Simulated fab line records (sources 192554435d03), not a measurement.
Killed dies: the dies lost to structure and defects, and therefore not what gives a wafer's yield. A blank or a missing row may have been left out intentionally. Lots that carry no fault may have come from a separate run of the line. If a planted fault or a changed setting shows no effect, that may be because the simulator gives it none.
Chamber matching    flow n5 finfet    4 sister chambers for N5_BEOL_M8_ETCH_62 on rie diel-03
The step etches SOC in N2/H2, target depth 110 nm, overetch 22 nm, time 165 s. 18 wafers are shown with their chamber, then 9 later ones without.

## WAFERS, EACH WITH ITS CHAMBER
wafer   chamber  drypump motor current A (A)  showerhead plenum p Torr (Torr)  rf vpp V (V)
L075.2  1        5.2                          2.60                             525.5
L075.4  2        5.3                          2.43                             520.6
L075.6  1        5.2                          2.60                             524.8
L078.1  2        5.3                          2.43                             521.6
L078.2  3        6.5                          2.62                             525.3
L078.3  1        5.2                          2.60                             525.9
L078.4  0        5.7                          2.74                             528.1
L078.5  2        5.3                          2.43                             522.6
L078.6  1        5.2                          2.60                             524.4
L082.3  1        5.2                          2.60                             526.5
L082.4  2        5.3                          2.43                             519.6
L082.6  0        5.7                          2.73                             526.7
L085.2  2        5.3                          2.42                             521.2
L085.3  0        5.6                          2.73                             528.7
L085.4  1        5.2                          2.59                             526.2
L090.3  3        6.5                          2.61                             526.2
L090.4  1        5.2                          2.59                             525.3
L090.5  2        5.3                          2.42                             521.0

SIGNATURES, as means of the wafers listed above
reading                   chamber 0  chamber 1  chamber 2  chamber 3  scatter within a chamber
drypump motor current A   5.667      5.200      5.300      6.500      0.0218
showerhead plenum p Torr  2.7333     2.5971     2.4267     2.6150     0.0053
rf vpp V                  527.833    525.514    521.100    525.750    0.883
Rule: a wafer lies at a distance from a chamber equal to the root of the sum of squares, over the readings, of (its reading less the chamber's mean, divided by the reading's scatter). If the next closest chamber is less than 2 further off than the closest, the wafer can't be placed; otherwise it belongs to the closest. The scatter is the square root of a quotient: the sum, over the shown wafers, of each reading's squared deviation from its chamber's mean, divided by wafers minus chambers.

## WAFERS MISSING THEIR CHAMBER
wafer   drypump motor current A (A)  showerhead plenum p Torr (Torr)  rf vpp V (V)
L088.1  5.3                          2.42                             519.4
L088.3  5.7                          2.73                             527.5
L088.6  5.7                          2.73                             527.4
L094.1  5.2                          2.59                             524.3
L094.2  5.7                          2.72                             528.4
L094.5  5.2                          2.58                             524.2
L096.2  5.3                          2.42                             520.0
L096.4  5.2                          2.58                             525.7
L096.5  5.6                          2.72                             527.6

## CHAMBER TAKEN BY EACH
wafer   from the rows above  in truth
L088.1  2                    2
L088.3  0                    0
L088.6  0                    0
L094.1  1                    1
L094.2  0                    0
L094.5  1                    1
L096.2  2                    2
L096.4  1                    1
L096.5  0                    0
Placed correctly: 9 of 9. Number that these rows cannot place: 0. 0 placed wrongly.
